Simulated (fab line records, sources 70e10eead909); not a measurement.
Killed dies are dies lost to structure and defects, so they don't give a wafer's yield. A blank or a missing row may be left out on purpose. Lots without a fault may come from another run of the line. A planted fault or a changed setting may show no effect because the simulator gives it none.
Chamber matching | flow nand_harc | NHARC_P_CONTACT_CMP_24 on cmp-01: 4 sister chambers
The step polishes, t overpolish 30 s, target thk 200 nm. 24 wafers are shown with their chamber, then 12 later ones without.

WAFERS WITH THEIR CHAMBER
wafer  | chamber | motor_current_A (A) | time_to_endpoint_s (s) | slurry_filter_dp_kPa (kPa)
L076.1 | 3       | 12.3                | 41.2                   | 13.56
L076.2 | 2       | 11.0                | 41.4                   | 13.35
L076.5 | 0       | 12.1                | 44.6                   | 13.44
L075.4 | 0       | 11.8                | 39.9                   | 13.60
L075.5 | 2       | 10.8                | 37.7                   | 13.50
L075.6 | 3       | 12.4                | 36.0                   | 13.56
L079.1 | 2       | 10.6                | 39.0                   | 13.53
L079.3 | 3       | 12.5                | 39.4                   | 13.25
L079.4 | 1       | 13.9                | 36.7                   | 13.58
L081.2 | 2       | 10.6                | 37.1                   | 13.64
L081.4 | 3       | 12.0                | 34.5                   | 13.39
L081.5 | 1       | 13.3                | 33.9                   | 13.33
L082.1 | 1       | 13.5                | 38.6                   | 13.73
L082.2 | 2       | 10.6                | 39.1                   | 13.39
L082.3 | 0       | 11.0                | 39.9                   | 13.66
L084.2 | 1       | 14.4                | 38.2                   | 13.36
L084.4 | 0       | 11.3                | 43.0                   | 13.36
L084.6 | 0       | 11.8                | 42.8                   | 13.25
L085.1 | 3       | 12.2                | 43.3                   | 13.40
L085.2 | 1       | 13.7                | 37.9                   | 13.46
L085.4 | 2       | 10.4                | 39.2                   | 13.51
L092.1 | 0       | 11.1                | 41.0                   | 13.53
L092.3 | 1       | 13.9                | 35.1                   | 13.50
L092.4 | 2       | 11.2                | 36.3                   | 13.73

SIGNATURES (means of the wafers above)
reading              | chamber 0 | chamber 1 | chamber 2 | chamber 3 | scatter within a chamber
motor_current_A      | 11.517    | 13.783    | 10.743    | 12.280    | 0.341
time_to_endpoint_s   | 41.867    | 36.733    | 38.543    | 38.880    | 2.3
slurry_filter_dp_kPa | 13.4733   | 13.4933   | 13.5214   | 13.4320   | 0.142
Rule: a wafer's distance from a chamber is the root of the sum, over the readings, of the square of ((its reading less the chamber's mean) divided by the reading's scatter). The wafer belongs to the nearest chamber; if the next one is less than 2 further off, it can't be placed. The scatter: the root of (the sum of the squares of (reading less its chamber's mean) over the shown wafers, divided by (wafers less chambers)).

WAFERS WITHOUT THEIR CHAMBER
wafer  | motor_current_A (A) | time_to_endpoint_s (s) | slurry_filter_dp_kPa (kPa)
L093.3 | 11.6                | 37.5                   | 13.34
L093.5 | 12.1                | 38.1                   | 13.50
L093.6 | 11.7                | 40.4                   | 13.44
L094.1 | 11.9                | 42.4                   | 13.54
L094.2 | 10.8                | 42.5                   | 13.33
L094.6 | 13.9                | 40.6                   | 13.50
L096.1 | 13.8                | 37.6                   | 13.60
L096.2 | 10.9                | 38.5                   | 13.69
L096.4 | 11.5                | 40.0                   | 13.33
L097.1 | 12.3                | 36.4                   | 13.59
L097.2 | 11.1                | 39.2                   | 13.14
L097.4 | 12.4                | 38.0                   | 13.71

WHICH CHAMBER EACH WENT THROUGH
wafer  | from the rows above          | in truth
L093.3 | can't be placed: 0 or 3 or 2 | 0
L093.5 | can't be placed: 3 or 0      | 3
L093.6 | can't be placed: 0 or 3      | 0
L094.1 | can't be placed: 0 or 3      | 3
L094.2 | can't be placed: 2 or 0      | 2
L094.6 | 1                            | 1
L096.1 | 1                            | 1
L096.2 | can't be placed: 2 or 0      | 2
L096.4 | can't be placed: 0 or 3 or 2 | 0
L097.1 | can't be placed: 3 or 0      | 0
L097.2 | can't be placed: 0 or 2 or 3 | 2
L097.4 | can't be placed: 3 or 0      | 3
Placed correctly: 2 of 12. Can't be placed from these rows: 10 (the true chamber is among the candidates in 10). Placed wrongly: 0.
